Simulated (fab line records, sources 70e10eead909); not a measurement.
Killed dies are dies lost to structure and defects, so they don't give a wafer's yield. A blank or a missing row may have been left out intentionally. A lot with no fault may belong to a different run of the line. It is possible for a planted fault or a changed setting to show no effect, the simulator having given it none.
What tool caused it?	flow nandHarc	24 lots with 72 wafers sampled at 6 steps, on a route of 1159 steps

## WHAT THE GAUGES READ, wafer by wafer
NHARC_P_BONDPAD_CD_MEAS_13. Usual: cdNm at 500.1 nm, with a standard deviation of 2.3.
lot	measured	on	cdNm (nm)	flag
L074	day 6 23:16	cdSem-01	500.4 500.7 499.7	
L075	day 7 03:20	cdSem-02	499.7 496.5 500.9	
L077	day 7 08:26	cdSem-02	498.2 500.5 500.9	
L076	day 7 08:55	cdSem-01	502.5 502.2 500.6	
L078	day 7 17:45	cdSem-01	503.1 502.2 499.8	
L079	day 7 18:19	cdSem-03	498.6 500.5 503.6	
L081	day 8 04:35	cdSem-01	498.6 502.1 498.7	
L080	day 8 05:05	cdSem-03	498.7 494.4 502.2	
L083	day 8 12:52	cdSem-01	503.4 505.5 500.9	
L082	day 8 13:14	cdSem-02	498.1 498.8 498.1	
L084	day 8 15:40	cdSem-01	502.1 501.5 499.8	
L085	day 9 00:35	cdSem-01	499.1 496.8 500.3	
L086	day 9 16:38	cdSem-03	500.7 500.4 499.4	
L087	day 9 21:30	cdSem-02	499.0 495.6 499.4	
L088	day 10 11:46	cdSem-01	499.3 496.2 499.7	
L089	day 10 12:23	cdSem-02	500.3 501.1 501.4	
L091	day 10 16:48	cdSem-01	500.0 498.7 500.5	
L090	day 10 17:29	cdSem-03	493.4 496.7 497.3	
L092	day 10 20:32	cdSem-01	496.3 502.8 499.5	
L093	day 11 06:57	cdSem-03	501.6 501.8 499.0	
L095	day 11 14:04	cdSem-02	500.6 496.3 502.7	
L096	day 11 14:59	cdSem-01	499.3 502.1 498.9	
L094	day 11 16:31	cdSem-02	498.2 496.6 502.4	
L097	day 12 05:21	cdSem-03	501.2 503.9 502.1	

## TOOL THAT RAN EACH LOT (tool first, then ch and the chambers of the sampled wafers, then the start)
lot	NHARC_P_M1_ETCH_15	NHARC_P_M2_STRIP_18	NHARC_P_M2_ETCH_28	NHARC_P_M2_ANNEAL_31	NHARC_P_BONDPAD_CMP_32
L074	rieDiel-12 ch 1,2,3, day 6 18:46 or earlier	rieDiel-09 ch 0,1, day 6 18:46	rieDiel-09 ch 0,3, day 6 20:10 or earlier	rtpAnneal-02 ch 0, day 6 20:10	cmp-04 ch 1,3, day 6 21:56
L075	rieDiel-06 ch 0,3, day 6 22:44 or earlier	rieDiel-05 ch 1,2,3, day 6 22:44	rieDiel-05 ch 0,1,2, day 7 00:10 or earlier	rtpAnneal-01 ch 0, day 7 00:10	cmp-04 ch 1,3, day 7 01:58
L077	rieDiel-06 ch 0,2, day 7 03:47 or earlier	rieDiel-05 ch 1,3, day 7 03:47	rieDiel-05 ch 0,1,2, day 7 05:13 or earlier	rtpAnneal-02 ch 0, day 7 05:13	cmp-03 ch 0,1, day 7 06:57
L076	rieDiel-06 ch 0,1,2, day 7 04:26 or earlier	rieDiel-05 ch 0,2,3, day 7 04:26	rieDiel-05 ch 0,1, day 7 05:52 or earlier	rtpAnneal-02 ch 0, day 7 05:52	cmp-03 ch 1,2,3, day 7 07:36
L078	rieDiel-06 ch 0,1,2, day 7 12:51 or earlier	rieDiel-05 ch 0,1, day 7 12:51	rieDiel-05 ch 0,1,3, day 7 14:28 or earlier	rtpAnneal-01 ch 0, day 7 14:28	cmp-01 ch 0,1,3, day 7 16:29
L079	rieDiel-13 ch 0,1,3, day 7 13:26 or earlier	rieDiel-05 ch 0,1,2, day 7 13:26	rieDiel-05 ch 1,3, day 7 15:01 or earlier	rtpAnneal-01 ch 0, day 7 15:01	cmp-01 ch 1,2, day 7 16:59
L081	rieDiel-13 ch 1,2,3, day 7 23:26 or earlier	rieDiel-09 ch 0,1,2, day 7 23:26	rieDiel-09 ch 0,1,3, day 8 01:31 or earlier	rtpAnneal-02 ch 0, day 8 01:31	cmp-03 ch 0,1,3, day 8 03:15
L080	rieDiel-06 ch 0,1, day 8 00:24 or earlier	rieDiel-09 ch 0,1,3, day 8 00:24	rieDiel-09 ch 0,1, day 8 01:56 or earlier	rtpAnneal-01 ch 0, day 8 01:56	cmp-04 ch 0,1,3, day 8 03:45
L083	rieDiel-06 ch 0,1,3, day 8 08:12 or earlier	rieDiel-09 ch 0,1,3, day 8 08:12	rieDiel-09 ch 0,1,2, day 8 09:45 or earlier	rtpAnneal-02 ch 0, day 8 09:45	cmp-04 ch 1,2,3, day 8 11:43
L082	rieDiel-06 ch 2,3, day 8 08:47 or earlier	rieDiel-09 ch 0,2, day 8 08:47	rieDiel-09 ch 0,1,3, day 8 10:15 or earlier	rtpAnneal-01 ch 0, day 8 10:15	cmp-03 ch 0,1,3, day 8 12:04
L084	rieDiel-06 ch 0,1, day 8 11:08 or earlier	rieDiel-05 ch 2,3, day 8 11:08	rieDiel-05 ch 0,1,2, day 8 12:34 or earlier	rtpAnneal-01 ch 0, day 8 12:34	cmp-04 ch 0,1, day 8 14:23
L085	rieDiel-13 ch 0,2,3, day 8 20:14 or earlier	rieDiel-09 ch 0,1,2, day 8 20:14	rieDiel-09 ch 0,1, day 8 21:41 or earlier	rtpAnneal-02 ch 0, day 8 21:41	cmp-04 ch 0,3, day 8 23:21
L086	rieDiel-06 ch 0,1,3, day 9 12:02 or earlier	rieDiel-01 ch 0,1,2, day 9 12:02	rieDiel-01 ch 1,3, day 9 13:26 or earlier	rtpAnneal-01 ch 0, day 9 13:26	cmp-04 ch 1,3, day 9 15:19
L087	rieDiel-06 ch 0,1,3, day 9 17:08 or earlier	rieDiel-05 ch 0,1,2, day 9 17:08	rieDiel-05 ch 0,1,2, day 9 18:31 or earlier	rtpAnneal-02 ch 0, day 9 18:31	cmp-03 ch 0,1,2, day 9 20:17
L088	rieDiel-06 ch 1,3, day 10 07:01 or earlier	rieDiel-05 ch 0,1,3, day 10 07:01	rieDiel-05 ch 0,1,2, day 10 08:31 or earlier	rtpAnneal-02 ch 0, day 10 08:31	cmp-04 ch 0,1,3, day 10 10:33
L089	rieDiel-06 ch 1,2, day 10 07:38 or earlier	rieDiel-05 ch 1,2,3, day 10 07:38	rieDiel-05 ch 0,2, day 10 09:17 or earlier	rtpAnneal-01 ch 0, day 10 09:17	cmp-01 ch 0,1,2, day 10 11:04
L091	rieDiel-06 ch 2,3, day 10 11:47 or earlier	rieDiel-01 ch 1,3, day 10 11:47	rieDiel-01 ch 0,1,2, day 10 13:39 or earlier	rtpAnneal-01 ch 0, day 10 13:39	cmp-03 ch 1,2,3, day 10 15:25
L090	rieDiel-12 ch 0,2,3, day 10 12:19 or earlier	rieDiel-05 ch 2,3, day 10 12:19	rieDiel-05 ch 0,2, day 10 14:11 or earlier	rtpAnneal-01 ch 0, day 10 14:11	cmp-04 ch 0,1,3, day 10 16:19
L092	rieDiel-13 ch 1,2,3, day 10 16:06 or earlier	rieDiel-05 ch 0,1,2, day 10 16:06	rieDiel-05 ch 0,1,3, day 10 17:32 or earlier	rtpAnneal-02 ch 0, day 10 17:32	cmp-03 ch 0,1,3, day 10 19:18
L093	rieDiel-06 ch 1,2,3, day 11 01:39 or earlier	rieDiel-05 ch 1,2,3, day 11 01:39	rieDiel-05 ch 0,2, day 11 03:05 or earlier	rtpAnneal-01 ch 0, day 11 03:05	cmp-01 ch 2,3, day 11 05:36
L095	rieDiel-12 ch 1,2, day 11 09:40 or earlier	rieDiel-09 ch 1,2, day 11 09:40	rieDiel-09 ch 0,1,3, day 11 11:08 or earlier	rtpAnneal-02 ch 0, day 11 11:08	cmp-01 ch 0,3, day 11 12:52
L096	rieDiel-12 ch 1,3, day 11 10:29 or earlier	rieDiel-05 ch 1,2, day 11 10:29	rieDiel-05 ch 0,2,3, day 11 11:52 or earlier	rtpAnneal-01 ch 0, day 11 11:52	cmp-04 ch 0,3, day 11 13:39
L094	rieDiel-13 ch 0,3, day 11 11:59 or earlier	rieDiel-05 ch 1,3, day 11 11:59	rieDiel-05 ch 1,2,3, day 11 13:31 or earlier	rtpAnneal-01 ch 0, day 11 13:31	cmp-03 ch 2,3, day 11 15:12
L097	rieDiel-06 ch 2,3, day 12 01:02 or earlier	rieDiel-05 ch 1,3, day 12 01:02	rieDiel-05 ch 1,2,3, day 12 02:23 or earlier	rtpAnneal-02 ch 0, day 12 02:23	cmp-01 ch 1,3, day 12 04:08
- NHARC_P_M1_ETCH_15: etches the open film in C4F8/Ar, target depth 182.5 nm, time 91.2 s.
- NHARC_P_M2_STRIP_18: strips in N2/H2.
- NHARC_P_M2_ETCH_28: etches the open film in CF4/N2, target depth 30 nm, time 72.99 s.
- NHARC_P_M2_ANNEAL_31: time 90 s.
- NHARC_P_BONDPAD_CMP_32: polishes SiCN, target thk 200 nm.

## WHAT THE TOOLS THEMSELVES READ (means of the sampled wafers that have a number; where no wafer has one, the mark that the record gives instead)
NHARC_P_M1_ETCH_15. Usual: oesProductAu 0.953 a.u., standard deviation 0.019; rfVppV 441 V, standard deviation 3.1.
lot	tool	oesProductAu (a.u.)	rfVppV (V)	flag
L074	rieDiel-12	0.928	442	
L075	rieDiel-06	0.959	439	
L077	rieDiel-06	0.972	441	
L076	rieDiel-06	0.963	440	
L078	rieDiel-06	0.959	439	
L079	rieDiel-13	0.972	441	
L081	rieDiel-13	0.956	439	
L080	rieDiel-06	0.955	437	
L083	rieDiel-06	0.922	440	
L082	rieDiel-06	0.919	445	
L084	rieDiel-06	0.956	437	
L085	rieDiel-13	0.922	440	
L086	rieDiel-06	0.954	440	
L087	rieDiel-06	0.972	439	
L088	rieDiel-06	0.962	440	
L089	rieDiel-06	0.965	441	
L091	rieDiel-06	0.924	444	
L090	rieDiel-12	0.957	441	
L092	rieDiel-13	0.965	440	
L093	rieDiel-06	0.968	442	
L095	rieDiel-12	0.956	445	
L096	rieDiel-12	0.956	443	
L094	rieDiel-13	0.928	442	
L097	rieDiel-06	0.974	443	

NHARC_P_M2_STRIP_18. Usual: drypumpMotorCurrentA 5.6 A, standard deviation 0.4; oesProductAu 1.001 a.u., standard deviation 0.011; rfVppV 90.8 V, standard deviation 0.99; showerheadPlenumPTorr 2.05 Torr, standard deviation 0.093; throttleValvePct 14.172 %, standard deviation 0.0094.
lot	tool	drypumpMotorCurrentA (A)	oesProductAu (a.u.)	rfVppV (V)	showerheadPlenumPTorr (Torr)	throttleValvePct (%)	flag
L074	rieDiel-09	5.5	1.003	90.5	1.98	14.175	
L075	rieDiel-05	5.7	1.000	91.4	2.08	14.176	
L077	rieDiel-05	5.4	0.996	91.1	2.09	14.171	
L076	rieDiel-05	5.5	1.003	91.5	2.09	14.169	
L078	rieDiel-05	5.5	0.992	90.3	1.97	14.182	
L079	rieDiel-05	5.6	1.005	90.9	2.02	14.169	
L081	rieDiel-09	5.7	0.999	91.2	2.05	14.170	
L080	rieDiel-09	5.7	0.997	90.3	2.06	14.172	
L083	rieDiel-09	5.7	0.991	91.1	2.06	14.169	
L082	rieDiel-09	5.9	0.986	92.3	2.12	14.168	
L084	rieDiel-05	5.5	1.010	91.6	2.15	14.173	
L085	rieDiel-09	5.7	0.993	89.9	2.05	14.172	
L086	rieDiel-01	5.8	0.996	89.7	1.94	14.177	
L087	rieDiel-05	5.6	1.003	90.3	2.02	14.168	
L088	rieDiel-05	5.3	0.995	90.9	2.03	14.166	
L089	rieDiel-05	5.6	1.013	90.4	2.08	14.170	
L091	rieDiel-01	6.1	1.007	90.1	1.97	14.175	
L090	rieDiel-05	5.7	1.009	90.8	2.13	14.165	
L092	rieDiel-05	5.6	1.010	90.8	2.02	14.176	
L093	rieDiel-05	5.7	1.013	91.5	2.08	14.177	
L095	rieDiel-09	5.2	1.002	90.7	1.98	14.165	
L096	rieDiel-05	5.8	1.000	91.0	2.01	14.182	
L094	rieDiel-05	5.4	1.013	90.4	2.09	14.171	
L097	rieDiel-05	5.4	1.006	90.9	2.09	14.189	

NHARC_P_M2_ETCH_28. Usual: drypumpMotorCurrentA 5.6 A, standard deviation 0.42; oesProductAu 1.001 a.u., standard deviation 0.012; rfVppV 314.4 V, standard deviation 1.9; showerheadPlenumPTorr 2.64 Torr, standard deviation 0.11; throttleValvePct 19.794 %, standard deviation 0.0087.
lot	tool	drypumpMotorCurrentA (A)	oesProductAu (a.u.)	rfVppV (V)	showerheadPlenumPTorr (Torr)	throttleValvePct (%)	flag
L074	rieDiel-09	6.1	0.994	316.0	2.73	19.792	
L075	rieDiel-05	5.6	1.002	313.2	2.60	19.796	
L077	rieDiel-05	5.6	0.988	313.8	2.60	19.790	
L076	rieDiel-05	5.5	0.993	312.5	2.54	19.791	
L078	rieDiel-05	5.4	1.000	314.1	2.62	19.795	
L079	rieDiel-05	5.4	0.999	315.8	2.69	19.793	
L081	rieDiel-09	5.7	1.005	315.1	2.65	19.793	
L080	rieDiel-09	5.9	0.980	314.5	2.63	19.797	
L083	rieDiel-09	5.7	0.990	314.4	2.63	19.789	
L082	rieDiel-09	5.7	1.004	314.8	2.65	19.798	
L084	rieDiel-05	5.6	1.007	313.8	2.60	19.803	
L085	rieDiel-09	5.9	0.998	314.6	2.63	19.792	
L086	rieDiel-01	6.2	0.995	313.6	2.57	19.794	
L087	rieDiel-05	5.6	1.001	313.5	2.60	19.795	
L088	rieDiel-05	5.6	0.996	313.2	2.60	19.801	
L089	rieDiel-05	5.4	1.000	313.4	2.61	19.789	
L091	rieDiel-01	5.8	0.991	312.4	2.51	19.792	
L090	rieDiel-05	5.4	0.994	313.9	2.61	19.789	
L092	rieDiel-05	5.4	1.011	313.7	2.62	19.794	
L093	rieDiel-05	5.6	1.005	315.0	2.67	19.804	
L095	rieDiel-09	5.7	1.009	314.8	2.64	19.791	
L096	rieDiel-05	5.4	1.002	315.5	2.68	19.795	
L094	rieDiel-05	5.7	1.009	315.4	2.67	19.797	
L097	rieDiel-05	5.6	1.007	314.2	2.67	19.795	

NHARC_P_M2_ANNEAL_31. Usual: wafer_temp_C_max at 225.95, with a standard deviation of 0.26.
lot	tool	wafer_temp_C_max	flag
L074	rtpAnneal-02	225.52	
L075	rtpAnneal-01	226.31	
L077	rtpAnneal-02	225.81	
L076	rtpAnneal-02	225.81	
L078	rtpAnneal-01	226.01	
L079	rtpAnneal-01	226.04	
L081	rtpAnneal-02	225.79	
L080	rtpAnneal-01	226.12	
L083	rtpAnneal-02	226.06	
L082	rtpAnneal-01	226.29	
L084	rtpAnneal-01	226.10	
L085	rtpAnneal-02	225.97	
L086	rtpAnneal-01	226.09	
L087	rtpAnneal-02	226.05	
L088	rtpAnneal-02	225.64	
L089	rtpAnneal-01	226.54	
L091	rtpAnneal-01	226.27	
L090	rtpAnneal-01	225.94	
L092	rtpAnneal-02	225.67	
L093	rtpAnneal-01	225.77	
L095	rtpAnneal-02	225.86	
L096	rtpAnneal-01	226.24	
L094	rtpAnneal-01	226.06	
L097	rtpAnneal-02	225.53	

NHARC_P_BONDPAD_CMP_32. Usual: motorCurrentA at 12.4 A, with a standard deviation of 1.4.
lot	tool	motorCurrentA (A)	flag
L074	cmp-04	12.3	
L075	cmp-04	12.5	
L077	cmp-03	11.8	
L076	cmp-03	13.3	
L078	cmp-01	13.1	
L079	cmp-01	12.9	
L081	cmp-03	11.7	
L080	cmp-04	12.6	
L083	cmp-04	12.3	
L082	cmp-03	11.5	
L084	cmp-04	12.4	
L085	cmp-04	12.7	
L086	cmp-04	12.2	
L087	cmp-03	12.0	
L088	cmp-04	12.1	
L089	cmp-01	12.1	
L091	cmp-03	13.1	
L090	cmp-04	12.9	
L092	cmp-03	11.8	
L093	cmp-01	11.4	
L095	cmp-01	12.4	
L096	cmp-04	12.8	
L094	cmp-03	13.8	
L097	cmp-01	13.3	

## THE ANSWER, worked out from the rows above alone
Rule: take the mean of a lot's wafers that have a number; if it is more than 3 standard deviations from the usual mean, the lot is off. A lot without any number at a reading at which 4 lots or more have one is off too. Where the step has rows for the other lots, those lots are counted as sound. After the gauges, taken in route order, come the tools' own readings; for these a lot's mean is taken, as printed above. At the first step where some lot is off, the reading lying furthest off is the one used; lots without a number count as furthest.
No lot is off at any reading shown: from this, nothing can be told.

## WHAT THE SIMULATOR PUT IN
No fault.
